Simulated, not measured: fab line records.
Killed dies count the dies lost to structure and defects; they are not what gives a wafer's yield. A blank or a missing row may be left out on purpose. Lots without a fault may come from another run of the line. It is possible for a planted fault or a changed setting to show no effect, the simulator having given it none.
Problem report in the 8D (eight disciplines) form, filled by code -- flow n5_finfet -- the parts of the form that need people (team, actions taken, sign-off) are left out

1. THE ISSUE
N5_DUMMY_GATE_ETCH_37, rf_fwd_power_W: mean 1026 W on 2 wafers (1 lot); fault-free wafers 830 W, standard deviation 3.5. Measured from the usual mean, that is +56 standard deviations.
The step: etches SOC in N2/H2, target depth 60 nm, overetch 30 nm.
First seen on wafer L782.2, day 6 08:13, on rie_diel-06. At this step, 15 wafers from 5 lots have a number in the record. The rule behind "out" and "out of limits": a value lying over 4 standard deviations away from the usual mean. The other wafers with a number count as sound.

2. WHAT IT IS, WHAT IT ISN'T
question,is,is not
which readings at this step,"rf_fwd_power_W, rf_vpp_V","drypump_motor_current_A, oes_product_au, showerhead_plenum_p_Torr, throttle_valve_pct"
which lots,L782,"L771, L776, L790, L792"
which wafers of those lots,"L782.2, L782.5",L782.1
read on which tools,rie_diel-06,"rie_diel-02, rie_diel-03"
when,from day 6 08:13,"up to then (7 sound wafers); but 6 sound wafers of L790, L792 came after"

3. SUSPECTS, AND WHAT RULES EACH OUT
Counting: a tool at a process step up to the reading stays a suspect if it ran every lot that is out. Sound lots after the first of them don't rule it out here, since some wafers of a struck lot are sound.
- rie_diel-06 at N5_DUMMY_GATE_DESCUM_20 (chemistry O2, time 6.2 s): kept. L782, the lot that is out, went through it at day 6 08:04; up to then, the latest sound lot through it was L771 at day 3 10:38.
- rie_diel-06 at N5_DUMMY_GATE_ETCH_29 (etches underlayer in N2/H2, target depth 13 nm): kept. L782, the lot that is out, went through it at day 6 08:08; up to then, the latest sound lot through it was L771 at day 3 10:43.
- rie_diel-06 at N5_DUMMY_GATE_ETCH_36 (etches SiARC in CF4, target depth 13 nm): kept. L782, the lot that is out, went through it at day 6 08:10; up to then, the latest sound lot through it was L771 at day 3 10:45.
- rie_diel-06 at N5_DUMMY_GATE_ETCH_37 (etches SOC in N2/H2, target depth 60 nm, overetch 30 nm): kept. L782, the lot that is out, went through it at day 6 08:13; up to then, the latest sound lot through it was L771 at day 3 10:47. Its own rf_fwd_power_W, rf_vpp_V readings are out on those wafers.
- Within rie_diel-06 at N5_DUMMY_GATE_DESCUM_20: the wafers that are out ran in chamber 2; their sound lot-mates ran in chamber 0.
- Within rie_diel-06 at N5_DUMMY_GATE_ETCH_29: the wafers that are out ran in chamber 2; their sound lot-mates ran in chamber 0.
- Within rie_diel-06 at N5_DUMMY_GATE_ETCH_36: the wafers that are out ran in chamber 2; their sound lot-mates ran in chamber 0.
- Within rie_diel-06 at N5_DUMMY_GATE_ETCH_37: the wafers that are out ran in chamber 2; their sound lot-mates ran in chamber 0.
Left after counting: rie_diel-06 at N5_DUMMY_GATE_DESCUM_20, rie_diel-06 at N5_DUMMY_GATE_ETCH_29, rie_diel-06 at N5_DUMMY_GATE_ETCH_36, rie_diel-06 at N5_DUMMY_GATE_ETCH_37.

4. THE CAUSE (what the simulator had put in)
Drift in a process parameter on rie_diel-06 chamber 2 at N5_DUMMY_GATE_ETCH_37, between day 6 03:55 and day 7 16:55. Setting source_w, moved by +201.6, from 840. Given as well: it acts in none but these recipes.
After counting, 4 suspects remain, this tool included.

5. SEQUENCE OF EFFECTS, ordered by route
Rows list readings where the struck wafers' mean (over those with a number) sits beyond 3 standard deviations from the usual. Only readings for which the record gives a usual standard deviation are gone through. hours: the time from each lot's start at the first step in this table that gives one to its start at this step, as a median over the lots. sigmas: the change in usual standard deviations.
hours,step,reading,usual,on struck wafers,change,sigmas
0,N5_DUMMY_GATE_ETCH_37,rf_fwd_power_W,830 W,1026,+196,+56
0,N5_DUMMY_GATE_ETCH_37,rf_vpp_V,524.8 V,489.9,-34.8,-13
It contains these process steps:
- N5_DUMMY_GATE_ETCH_37: etches SOC in N2/H2, target depth 60 nm, overetch 30 nm.
At these later measuring or inspecting steps, every struck wafer for which the step has a row has a number for every such reading, and none has moved that far: N5_BEOL_M4_RC_MEAS_101.

6. WHAT WOULD HAVE CAUGHT IT SOONER
In this record no reading fell out of limits until day 6 08:13, 4 hours after the fault had begun at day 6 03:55.
